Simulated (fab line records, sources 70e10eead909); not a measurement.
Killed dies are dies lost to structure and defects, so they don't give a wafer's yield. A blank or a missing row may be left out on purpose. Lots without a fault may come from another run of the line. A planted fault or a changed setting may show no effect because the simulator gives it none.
Which tool did it? | flow nand_harc | 11 lots, 33 wafers sampled, at 5 steps of a route of 1302

WHAT THE GAUGES READ, wafer by wafer
NHARC_P_M0_CD_MEAS_09: target cd 90 nm. Usual: cd_nm 89.9 nm, standard deviation 0.6.
lot  | measured     | on        | cd_nm (nm)     | flag
L503 | day 6 06:40  | cd_sem-01 | 90.2 90.1 90.2 |
L509 | day 8 11:53  | cd_sem-02 | 89.9 90.0 90.8 |
L510 | day 9 04:47  | cd_sem-01 | 89.9 89.3 90.5 |
L516 | day 11 06:40 | cd_sem-02 | 90.7 89.9 90.1 |
L517 | day 12 00:52 | cd_sem-03 | 90.2 90.4 89.9 |
L519 | day 12 14:56 | cd_sem-01 | 90.7 89.9 90.5 |
L520 | day 13 02:56 | cd_sem-02 | 91.5 89.9 91.0 |
L521 | day 13 16:14 | cd_sem-02 | 89.0 88.3 89.1 |
L522 | day 13 19:38 | cd_sem-03 | 91.3 91.3 89.8 |
L524 | day 14 19:39 | cd_sem-02 | 89.1 88.9 89.1 |
L525 | day 15 16:05 | cd_sem-01 | 89.2 89.6 89.8 |

NHARC_P_M0_OVL_MEAS_10: pitch 180 nm. Usual: overlay_x_nm -0.1 nm, standard deviation 0.69; overlay_y_nm 0.2 nm, standard deviation 0.86.
lot  | measured     | on         | overlay_x_nm (nm) | overlay_y_nm (nm) | flag
L503 | day 6 06:45  | overlay-01 | -0.1 0.2 0.1      | 1.0 1.8 0.6       |
L509 | day 8 11:58  | overlay-02 | 0.2 0.6 0.2       | -1.4 -0.9 -0.9    |
L510 | day 9 04:52  | overlay-01 | 1.0 0.6 0.6       | 2.4 1.7 1.5       |
L516 | day 11 06:45 | overlay-02 | 0.1 0.5 0.2       | 0.3 0.0 0.3       |
L517 | day 12 00:57 | overlay-01 | -0.7 -0.9 -0.6    | -0.5 -0.2 -0.9    |
L519 | day 12 15:01 | overlay-02 | -0.1 0.1 -0.5     | 1.2 1.3 0.9       |
L520 | day 13 03:01 | overlay-02 | 1.0 0.4 0.8       | 0.1 -0.3 -0.1     |
L521 | day 13 16:19 | overlay-02 | -0.2 0.1 -0.8     | 0.5 0.7 -0.2      |
L522 | day 13 19:44 | overlay-02 | 0.9 0.2 0.9       | -1.5 -1.2 -1.4    |
L524 | day 14 19:44 | overlay-02 | -1.9 -2.2 -2.0    | 0.5 0.8 0.8       |
L525 | day 15 16:10 | overlay-02 | -1.0 -1.3 -1.1    | 1.3 1.5 0.7       |

NHARC_END_SORT_01. Usual: defect_limited_yield 91.9 %, standard deviation 2.9; killed_at_array 50, standard deviation 20; killed_at_other 1.2, standard deviation 1.5; killed_at_periphery 3.6, standard deviation 2.6; killed_dies 55, standard deviation 20; killed_open 3.4, standard deviation 2; killed_short 2.7, standard deviation 1.6; sort_bin_2_pct 2.9 %, standard deviation 1.3; sort_bin_3_pct 0.6 %, standard deviation 0.38; sort_bin_4_pct 4.6 %, standard deviation 1.6; sort_n_pass 622, standard deviation 20; sort_rim_yield_pct 93 %, standard deviation 3.8; sort_yield_pct 91.9 %, standard deviation 2.9.
lot  | measured     | on        | defect_limited_yield (%) | killed_at_array | killed_at_other | killed_at_periphery | killed_dies | killed_open | killed_short | sort_bin_2_pct (%) | sort_bin_3_pct (%) | sort_bin_4_pct (%) | sort_n_pass | sort_rim_yield_pct (%) | sort_yield_pct (%) | flag
L517 | day 30 16:38 | prober-02 | 92.3 91.1 92.2           | 45 46 44        | 0 0 1           | 7 14 8              | 52 60 53    | 0 6 1       | 3 2 2        | 2.5 3.2 2.7        | 0.7 0.7 0.6        | 4.4 4.9 4.6        | 625 617 624 | 98 94 97               | 92.3 91.1 92.2     |
L519 | day 31 13:20 | prober-02 | 86.0 87.0 92.3           | 86 81 51        | 1 0 0           | 8 7 1               | 95 88 52    | 9 2 1       | 5 1 1        | 5.2 3.4 3.0        | 1.6 1.2 0.6        | 7.2 8.4 4.1        | 582 589 625 | 94 96 91               | 86.0 87.0 92.3     |
L521 | day 32 02:38 | prober-02 | 90.5 92.2 92.2           | 64 51 52        | 0 0 0           | 0 2 1               | 64 53 53    | 5 5 2       | 3 3 3        | 2.1 3.1 2.4        | 0.9 0.1 0.7        | 6.5 4.6 4.7        | 613 624 624 | 96 95 98               | 90.5 92.2 92.2     |
L524 | day 32 17:44 | prober-01 | 95.6 96.6 96.0           | 24 19 23        | 3 2 1           | 3 2 3               | 30 23 27    | 4 5 4       | 3 0 1        | 0.7 1.5 1.6        | 0.3 0.3 0.1        | 3.4 1.6 2.2        | 647 654 650 | 98 99 95               | 95.6 96.6 96.0     |

WHICH TOOL RAN EACH LOT (tool, then ch and the chambers of the sampled wafers, then the start)
lot  | NHARC_P_CONTACT_CMP_24        | NHARC_P_M0_ETCH_34
L503 | cmp-03 ch 0,1, day 6 05:29    | rie_diel-10 ch 0,2,3, day 6 06:56
L509 | cmp-02 ch 0,1,3, day 8 10:34  | rie_diel-10 ch 0,1,3, day 8 12:09
L510 | cmp-02 ch 0,1, day 9 03:29    | rie_diel-11 ch 0,1, day 9 05:13
L516 | cmp-03 ch 0,1,2, day 11 05:22 | rie_diel-11 ch 0,1, day 11 07:13
L517 | cmp-04 ch 0,3, day 11 23:43   | rie_diel-11 ch 0,1,3, day 12 01:08
L519 | cmp-04 ch 0,3, day 12 13:39   | rie_diel-10 ch 1,2,3, day 12 15:14
L520 | cmp-03 ch 1,3, day 13 01:46   | rie_diel-10 ch 0,1, day 13 03:12
L521 | cmp-03 ch 0,2, day 13 15:03   | rie_diel-10 ch 1,2,3, day 13 16:31
L522 | cmp-03 ch 1,2,3, day 13 18:29 | rie_diel-03 ch 0,1,2, day 13 19:58
L524 | cmp-03 ch 0,2,3, day 14 18:21 | rie_diel-10 ch 0,1,2, day 14 19:55
L525 | cmp-04 ch 2,3, day 15 14:45   | rie_diel-11 ch 2,3, day 15 16:21
- NHARC_P_CONTACT_CMP_24: polishes, t overpolish 30 s, target thk 200 nm.
- NHARC_P_M0_ETCH_34: etches the open film in N2/H2, target depth 40 nm, overetch 12 nm, time 43.94 s.

WHAT THE TOOLS THEMSELVES READ (means of the sampled wafers that have a number; where no wafer has one, the mark that the record gives instead)
NHARC_P_CONTACT_CMP_24. Usual: edge_zone_pressure_frac 1.000, standard deviation 0.0051; motor_current_A 12.4 A, standard deviation 2; overpolish_run_s 30.000 s, standard deviation 0.0095; time_to_endpoint_s 39.0 s, standard deviation 3.
lot  | tool   | edge_zone_pressure_frac | motor_current_A (A) | overpolish_run_s (s) | time_to_endpoint_s (s) | flag
L503 | cmp-03 | 0.996                   | 11.1                | 30.000               | 36.0                   |
L509 | cmp-02 | 0.998                   | 11.7                | 29.998               | 42.0                   |
L510 | cmp-02 | 1.002                   | 12.4                | 29.996               | 37.2                   |
L516 | cmp-03 | 0.999                   | 11.2                | 30.003               | 38.4                   |
L517 | cmp-04 | 0.997                   | 12.0                | 30.001               | 40.9                   |
L519 | cmp-04 | 1.006                   | 11.6                | 29.998               | 40.8                   |
L520 | cmp-03 | 1.006                   | 15.1                | 29.997               | 40.7                   |
L521 | cmp-03 | 0.999                   | 12.0                | 29.993               | 39.8                   |
L522 | cmp-03 | 1.000                   | 13.5                | 29.998               | 37.4                   |
L524 | cmp-03 | 1.002                   | 13.4                | 30.002               | 39.9                   |
L525 | cmp-04 | 1.000                   | 11.9                | 29.997               | 38.0                   |

NHARC_P_M0_ETCH_34. Usual: bias_w 150.1 W, standard deviation 0.49; drypump_motor_current_A 6.1 A, standard deviation 0.36; oes_product_au 1.004 a.u., standard deviation 0.01; rf_vpp_V 429.9 V, standard deviation 2.8; run_length_s 65.1 s, standard deviation 0.42; showerhead_plenum_p_Torr 2.02 Torr, standard deviation 0.1; throttle_valve_pct 14.172 %, standard deviation 0.0095.
lot  | tool        | bias_w (W) | drypump_motor_current_A (A) | oes_product_au (a.u.) | rf_vpp_V (V) | run_length_s (s) | showerhead_plenum_p_Torr (Torr) | throttle_valve_pct (%) | flag
L503 | rie_diel-10 | 150.2      | 6.4                         | 1.007                 | 430.4        | 65.0             | 2.02                            | 14.182                 |
L509 | rie_diel-10 | 150.2      | 6.2                         | 1.014                 | 430.9        | 64.9             | 2.08                            | 14.176                 |
L510 | rie_diel-11 | 149.4      | 5.7                         | 1.012                 | 431.5        | 65.3             | 2.07                            | 14.167                 |
L516 | rie_diel-11 | 150.1      | 5.6                         | 1.002                 | 430.9        | 61.0             | 2.05                            | 14.166                 | OFF
L517 | rie_diel-11 | 150.3      | 5.9                         | 1.011                 | 431.7        | 61.1             | 2.11                            | 14.169                 | OFF
L519 | rie_diel-10 | 150.2      | 6.4                         | 0.990                 | 429.2        | 65.2             | 1.99                            | 14.169                 |
L520 | rie_diel-10 | 150.4      | 6.1                         | 1.000                 | 433.8        | 64.7             | 2.15                            | 14.174                 |
L521 | rie_diel-10 | 149.8      | 6.4                         | 1.007                 | 429.7        | 65.1             | 1.99                            | 14.169                 |
L522 | rie_diel-03 | 149.7      | 6.3                         | 0.988                 | 430.1        | 65.2             | 2.04                            | 14.173                 |
L524 | rie_diel-10 | 149.7      | 6.2                         | 1.000                 | 430.7        | 64.9             | 2.06                            | 14.176                 |
L525 | rie_diel-11 | 149.6      | 6.2                         | 0.993                 | 432.1        | 64.9             | 2.11                            | 14.177                 |

THE ANSWER, worked out from the rows above alone
Rule: a lot is off if the mean of its wafers that have a number lies more than 3 standard deviations from the usual mean. A lot without any number at a reading at which 4 lots or more have one is off too. The other lots that the step has rows for count as sound. The gauges are gone through in route order, then the tools' own readings, and for those a lot's mean is taken as printed above. The first step at which some lot is off is used, and at that step the reading that is off furthest; a lot without a number counts as furthest.
Off: L516, L517, at NHARC_P_M0_ETCH_34 (run_length_s).
A tool fits if, at that step or a process step before it, it ran every lot that is off, and no sound lot after the first of them. None of those tried fits.

WHAT THE SIMULATOR HAD PUT IN
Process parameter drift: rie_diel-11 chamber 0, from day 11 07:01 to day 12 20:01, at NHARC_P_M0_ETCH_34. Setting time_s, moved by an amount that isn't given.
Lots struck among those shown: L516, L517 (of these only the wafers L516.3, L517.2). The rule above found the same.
